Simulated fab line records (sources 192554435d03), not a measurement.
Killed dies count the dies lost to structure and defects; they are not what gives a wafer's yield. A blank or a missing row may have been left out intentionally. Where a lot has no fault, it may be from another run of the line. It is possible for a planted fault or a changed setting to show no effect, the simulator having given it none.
Which of the tools did it? + flow n5 finfet + Sampling: 24 lots, 72 wafers, 3 of 1938 route steps

== WHAT EACH GAUGE READ, for each wafer ==
N5_GATE_CUT_INSPECT_26: inspects for defects (darkfield). Usual: raw defect count at 41, with a standard deviation of 17.
| lot  | measured     | on                | raw defect count | flag |
|------|--------------|-------------------|------------------|------|
| L074 | day 4 14:17  | defect inspect-02 | 86 71 58         |      |
| L075 | day 4 21:37  | defect inspect-01 | 28 34 20         |      |
| L076 | day 5 06:23  | defect inspect-01 | 43 22 43         |      |
| L077 | day 5 10:11  | defect inspect-01 | 52 50 59         |      |
| L078 | day 5 15:56  | defect inspect-01 | 51 75 27         |      |
| L079 | day 5 21:03  | defect inspect-01 | 38 37 33         |      |
| L080 | day 6 02:12  | defect inspect-02 | 52 21 44         |      |
| L081 | day 6 11:26  | defect inspect-02 | 33 68 42         |      |
| L082 | day 6 18:31  | defect inspect-02 | 38 31 36         |      |
| L083 | day 7 00:46  | defect inspect-01 | 31 36 48         |      |
| L084 | day 7 07:40  | defect inspect-01 | 9 13 20          |      |
| L085 | day 7 14:05  | defect inspect-01 | 30 36 42         |      |
| L086 | day 7 20:07  | defect inspect-01 | 55 40 51         |      |
| L087 | day 8 03:20  | defect inspect-02 | 83 54 84         |      |
| L088 | day 8 06:13  | defect inspect-02 | 25 56 23         |      |
| L089 | day 8 15:05  | defect inspect-02 | 28 17 36         |      |
| L090 | day 8 15:46  | defect inspect-02 | 61 49 50         |      |
| L091 | day 9 03:59  | defect inspect-02 | 38 48 82         |      |
| L092 | day 9 05:50  | defect inspect-02 | 41 50 42         |      |
| L093 | day 9 13:50  | defect inspect-02 | 22 28 44         |      |
| L094 | day 9 15:42  | defect inspect-02 | 17 24 46         |      |
| L095 | day 9 22:13  | defect inspect-01 | 35 34 27         |      |
| L096 | day 10 03:25 | defect inspect-02 | 44 41 57         |      |
| L097 | day 10 15:40 | defect inspect-02 | 23 47 36         |      |

== WHICH TOOL RAN EACH LOT (tool, then ch and the chambers of the sampled wafers, then the start) ==
| lot  | N5_GATE_CUT_STRIP_21                 | N5_GATE_CUT_CMP_61            |
|------|--------------------------------------|-------------------------------|
| L074 | plasma asher-02 ch 0,1, day 4 11:34  | cmp-01 ch 0,1,3, day 4 14:02  |
| L075 | plasma asher-01 ch 0,1, day 4 18:32  | cmp-02 ch 0,3, day 4 21:25    |
| L076 | plasma asher-01 ch 0,1, day 5 03:40  | cmp-01 ch 0,1,2, day 5 06:11  |
| L077 | plasma asher-01 ch 0,1, day 5 07:30  | cmp-02 ch 0,2,3, day 5 10:02  |
| L078 | plasma asher-01 ch 0, day 5 13:16    | cmp-01 ch 0,3, day 5 15:44    |
| L079 | plasma asher-01 ch 0,1, day 5 18:10  | cmp-01 ch 0,1,3, day 5 20:49  |
| L080 | plasma asher-01 ch 0,1, day 5 23:31  | cmp-04 ch 1,2,3, day 6 01:58  |
| L081 | plasma asher-02 ch 0,1, day 6 08:46  | cmp-01 ch 0,1,3, day 6 11:13  |
| L082 | plasma asher-02 ch 0,1, day 6 15:45  | cmp-04 ch 2,3, day 6 18:17    |
| L083 | plasma asher-01 ch 0,1, day 6 21:59  | cmp-01 ch 0,2,3, day 7 00:34  |
| L084 | plasma asher-01 ch 0,1, day 7 05:01  | cmp-01 ch 0,1,3, day 7 07:29  |
| L085 | plasma asher-02 ch 0,1, day 7 11:25  | cmp-02 ch 0,2, day 7 13:51    |
| L086 | plasma asher-02 ch 1, day 7 17:26    | cmp-02 ch 0,1, day 7 19:53    |
| L087 | plasma asher-01 ch 0,1, day 8 00:39  | cmp-04 ch 2,3, day 8 03:06    |
| L088 | plasma asher-01 ch 1, day 8 03:32    | cmp-04 ch 0,2,3, day 8 05:59  |
| L089 | plasma asher-01 ch 0,1, day 8 11:26  | cmp-01 ch 0,2,3, day 8 14:55  |
| L090 | plasma asher-01 ch 0,1, day 8 12:39  | cmp-04 ch 0,1,3, day 8 15:37  |
| L091 | plasma asher-01 ch 0,1, day 8 23:56  | cmp-04 ch 0,1, day 9 03:45    |
| L092 | plasma asher-02 ch 0,1, day 9 03:10  | cmp-01 ch 0,2,3, day 9 05:39  |
| L093 | plasma asher-02 ch 0,1, day 9 11:07  | cmp-04 ch 1,2,3, day 9 13:38  |
| L094 | plasma asher-02 ch 0,1, day 9 13:01  | cmp-04 ch 1,2, day 9 15:28    |
| L095 | plasma asher-01 ch 0,1, day 9 19:32  | cmp-04 ch 0,2, day 9 22:01    |
| L096 | plasma asher-02 ch 0,1, day 10 00:44 | cmp-02 ch 1,2,3, day 10 03:11 |
| L097 | plasma asher-01 ch 0,1, day 10 12:52 | cmp-01 ch 0,2,3, day 10 15:26 |
- N5_GATE_CUT_STRIP_21: strips in N2/H2, time 30 s.
- N5_GATE_CUT_CMP_61: polishes, stops on SiNx, t overpolish 3 s.

== AS READ BY THE TOOLS THEMSELVES (means over the sampled wafers that have a number; for cases with no such wafer, the mark the record gives instead) ==
N5_GATE_CUT_STRIP_21. Usual: drypump motor current A 5.8 A, standard deviation 0.47; h2 flow sccm 3250 sccm, standard deviation 8.8; heater power w 343 W, standard deviation 21.
| lot  | tool            | drypump motor current A (A) | h2 flow sccm (sccm) | heater power w (W) | flag |
|------|-----------------|-----------------------------|---------------------|--------------------|------|
| L074 | plasma asher-02 | 5.7                         | 3250                | 339                |      |
| L075 | plasma asher-01 | 5.9                         | 3243                | 334                |      |
| L076 | plasma asher-01 | 5.9                         | 3254                | 338                |      |
| L077 | plasma asher-01 | 5.9                         | 3251                | 341                |      |
| L078 | plasma asher-01 | 5.6                         | 3252                | 318                |      |
| L079 | plasma asher-01 | 6.2                         | 3248                | 351                |      |
| L080 | plasma asher-01 | 6.1                         | 3257                | 351                |      |
| L081 | plasma asher-02 | 5.5                         | 3249                | 348                |      |
| L082 | plasma asher-02 | 5.7                         | 3251                | 336                |      |
| L083 | plasma asher-01 | 6.2                         | 3249                | 357                |      |
| L084 | plasma asher-01 | 6.2                         | 3242                | 354                |      |
| L085 | plasma asher-02 | 5.7                         | 3247                | 337                |      |
| L086 | plasma asher-02 | 5.9                         | 3260                | 323                |      |
| L087 | plasma asher-01 | 5.9                         | 3245                | 336                |      |
| L088 | plasma asher-01 | 6.5                         | 3259                | 365                |      |
| L089 | plasma asher-01 | 5.9                         | 3253                | 336                |      |
| L090 | plasma asher-01 | 5.9                         | 3244                | 340                |      |
| L091 | plasma asher-01 | 5.9                         | 3248                | 338                |      |
| L092 | plasma asher-02 | 5.4                         | 3253                | 352                |      |
| L093 | plasma asher-02 | 5.4                         | 3258                | 350                |      |
| L094 | plasma asher-02 | 5.7                         | 3241                | 334                |      |
| L095 | plasma asher-01 | 5.9                         | 3250                | 338                |      |
| L096 | plasma asher-02 | 5.7                         | 3255                | 336                |      |
| L097 | plasma asher-01 | 5.9                         | 3237                | 333                |      |

N5_GATE_CUT_CMP_61. Usual: motor current A 11.7 A, standard deviation 0.89; slurry filter dp kPa 13.51 kPa, standard deviation 0.13.
| lot  | tool   | motor current A (A) | slurry filter dp kPa (kPa) | flag |
|------|--------|---------------------|----------------------------|------|
| L074 | cmp-01 | 12.3                | 13.49                      |      |
| L075 | cmp-02 | 13.4                | 13.40                      |      |
| L076 | cmp-01 | 11.8                | 13.48                      |      |
| L077 | cmp-02 | 12.7                | 13.54                      |      |
| L078 | cmp-01 | 12.7                | 13.55                      |      |
| L079 | cmp-01 | 12.3                | 13.42                      |      |
| L080 | cmp-04 | 11.5                | 13.62                      |      |
| L081 | cmp-01 | 12.4                | 13.43                      |      |
| L082 | cmp-04 | 11.5                | 13.46                      |      |
| L083 | cmp-01 | 12.0                | 13.45                      |      |
| L084 | cmp-01 | 12.1                | 13.71                      |      |
| L085 | cmp-02 | 12.6                | 13.38                      |      |
| L086 | cmp-02 | 12.6                | 13.59                      |      |
| L087 | cmp-04 | 11.8                | 13.69                      |      |
| L088 | cmp-04 | 11.6                | 13.44                      |      |
| L089 | cmp-01 | 12.4                | 13.43                      |      |
| L090 | cmp-04 | 11.0                | 13.51                      |      |
| L091 | cmp-04 | 10.7                | 13.58                      |      |
| L092 | cmp-01 | 12.2                | 13.46                      |      |
| L093 | cmp-04 | 11.1                | 13.51                      |      |
| L094 | cmp-04 | 11.0                | 13.49                      |      |
| L095 | cmp-04 | 11.4                | 13.44                      |      |
| L096 | cmp-02 | 11.9                | 13.34                      |      |
| L097 | cmp-01 | 12.0                | 13.48                      |      |

== THE ANSWER, worked out from the rows above alone ==
Rule: a lot is off if the mean of its wafers that have a number lies more than 3 standard deviations from the usual mean. Also off: a lot with no number at a reading for which 4 or more lots have one. All remaining lots with rows at the step are treated as sound. The gauges are gone through in route order, then the tools' own readings, and for those a lot's mean is taken as printed above. The first step at which some lot is off is used, and at that step the reading that is off furthest; a lot without a number counts as furthest.
No lot is off on any of the readings shown, so nothing can be concluded from this.

== WHAT WAS PUT IN BY THE SIMULATOR ==
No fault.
